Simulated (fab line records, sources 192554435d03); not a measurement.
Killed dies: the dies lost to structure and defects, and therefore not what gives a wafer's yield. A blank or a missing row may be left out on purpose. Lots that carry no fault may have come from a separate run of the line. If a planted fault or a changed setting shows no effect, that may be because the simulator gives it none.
Chamber matching + flow n5_finfet + N5_HKMG_FIN_CVD_62 on thermal_cvd_si-02: 3 sister chambers
The step deposits a-Si from Si2H6, target thk 3 nm, time 20.8 s. 6 wafers are shown with their chamber, then 9 later ones without.

EACH WAFER AND ITS CHAMBER
| wafer  | chamber | heater_power_w (W) | chamber_pressure_Torr (Torr) |
|--------|---------|--------------------|------------------------------|
| L080.6 | 2       | 1403               | 1.0023                       |
| L084.1 | 2       | 1470               | 1.0016                       |
| L084.5 | 1       | 1200               | 0.9989                       |
| L086.1 | 0       | 1463               | 0.9984                       |
| L086.2 | 1       | 1229               | 0.9990                       |
| L086.6 | 0       | 1405               | 1.0013                       |

WAFERS WITHOUT THEIR CHAMBER
| wafer  | heater_power_w (W) | chamber_pressure_Torr (Torr) |
|--------|--------------------|------------------------------|
| L088.1 | 1484               | 1.0004                       |
| L088.4 | 1504               | 0.9971                       |
| L088.5 | 1415               | 0.9973                       |
| L094.3 | 1455               | 1.0020                       |
| L094.5 | 1464               | 1.0000                       |
| L094.6 | 1436               | 0.9992                       |
| L096.1 | 1224               | 1.0002                       |
| L096.4 | 1479               | 0.9974                       |
| L096.5 | 1212               | 0.9993                       |

WHICH CHAMBER EACH WENT THROUGH
| wafer  | from the rows above     | in truth |
|--------|-------------------------|----------|
| L088.1 | can't be placed: 0 or 2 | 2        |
| L088.4 | can't be placed: 0 or 2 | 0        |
| L088.5 | can't be placed: 0 or 2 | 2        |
| L094.3 | can't be placed: 2 or 0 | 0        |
| L094.5 | can't be placed: 0 or 2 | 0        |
| L094.6 | can't be placed: 0 or 2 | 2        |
| L096.1 | 1                       | 1        |
| L096.4 | can't be placed: 0 or 2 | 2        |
| L096.5 | 1                       | 1        |
Placed correctly: 2 of 9. Not placeable from these rows: 7 (in 7, the candidates include the true chamber). Placed wrongly: 0.
How it was worked out, from the rows above alone: a wafer's distance from a chamber is the root of the sum, over the readings, of the square of ((its reading less the chamber's mean) divided by the reading's scatter). If the next closest chamber is less than 2 further off than the closest, the wafer can't be placed; otherwise it belongs to the closest. A chamber's mean is the mean of its shown wafers. The scatter: the root of (the sum of the squares of (reading less its chamber's mean) over the shown wafers, divided by (wafers less chambers)).
